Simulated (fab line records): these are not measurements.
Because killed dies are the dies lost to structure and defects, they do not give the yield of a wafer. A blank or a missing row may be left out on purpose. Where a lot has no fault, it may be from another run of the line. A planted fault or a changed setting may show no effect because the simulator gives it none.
Matching of chambers || flow n5Finfet || pecvd-01 running N5_BEOL_M2_ILD_DEP_00: 3 sister chambers
The step deposits SiOC from DEMS/O2, target thk 79 nm, time 15.3 s. 3 wafers are shown with their chamber, then 12 later ones without.

WAFERS PAIRED WITH THEIR CHAMBERS
{"wafer": "L090.1", "chamber": 2, "throttleValvePct (%)": 11.9}
{"wafer": "L090.2", "chamber": 0, "throttleValvePct (%)": 12.7}
{"wafer": "L090.3", "chamber": 1, "throttleValvePct (%)": 12.1}

WAFERS WHOSE CHAMBER IS MISSING
{"wafer": "L091.2", "throttleValvePct (%)": 11.8}
{"wafer": "L091.4", "throttleValvePct (%)": 13.0}
{"wafer": "L091.5", "throttleValvePct (%)": 11.8}
{"wafer": "L093.1", "throttleValvePct (%)": 12.9}
{"wafer": "L093.3", "throttleValvePct (%)": 12.2}
{"wafer": "L093.5", "throttleValvePct (%)": 13.2}
{"wafer": "L094.1", "throttleValvePct (%)": 12.1}
{"wafer": "L094.2", "throttleValvePct (%)": 12.2}
{"wafer": "L094.5", "throttleValvePct (%)": 13.2}
{"wafer": "L097.2", "throttleValvePct (%)": 12.9}
{"wafer": "L097.3", "throttleValvePct (%)": 12.0}
{"wafer": "L097.6", "throttleValvePct (%)": 13.3}

EACH ONE'S CHAMBER
{"wafer": "L091.2", "from the rows above": "can't be placed: 2 or 1", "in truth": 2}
{"wafer": "L091.4", "from the rows above": "can't be placed: 0 or 1", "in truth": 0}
{"wafer": "L091.5", "from the rows above": "can't be placed: 2 or 1", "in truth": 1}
{"wafer": "L093.1", "from the rows above": "can't be placed: 0 or 1", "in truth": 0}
{"wafer": "L093.3", "from the rows above": "can't be placed: 1 or 2 or 0", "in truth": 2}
{"wafer": "L093.5", "from the rows above": "can't be placed: 0 or 1", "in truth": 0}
{"wafer": "L094.1", "from the rows above": "can't be placed: 1 or 2 or 0", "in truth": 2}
{"wafer": "L094.2", "from the rows above": "can't be placed: 1 or 2 or 0", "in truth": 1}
{"wafer": "L094.5", "from the rows above": "can't be placed: 0 or 1", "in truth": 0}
{"wafer": "L097.2", "from the rows above": "can't be placed: 0 or 1", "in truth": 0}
{"wafer": "L097.3", "from the rows above": "can't be placed: 1 or 2 or 0", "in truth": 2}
{"wafer": "L097.6", "from the rows above": "can't be placed: 0 or 1", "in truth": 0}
0 of 12 placed correctly. These rows do not allow placing 12 (true chamber among the candidates in 12). Number placed wrongly: 0.
How it was worked out, from the rows above alone: a wafer's distance from a chamber is the root of the sum, over the readings, of the square of ((its reading less the chamber's mean) divided by the reading's scatter). The wafer belongs to the nearest chamber; if the next one is less than 2 further off, it can't be placed. For every chamber, the mean is computed from those of its wafers that are shown. The scatter: with one shown wafer a chamber, the root of the mean of the squares of how far each hidden wafer lies from its nearest shown one.
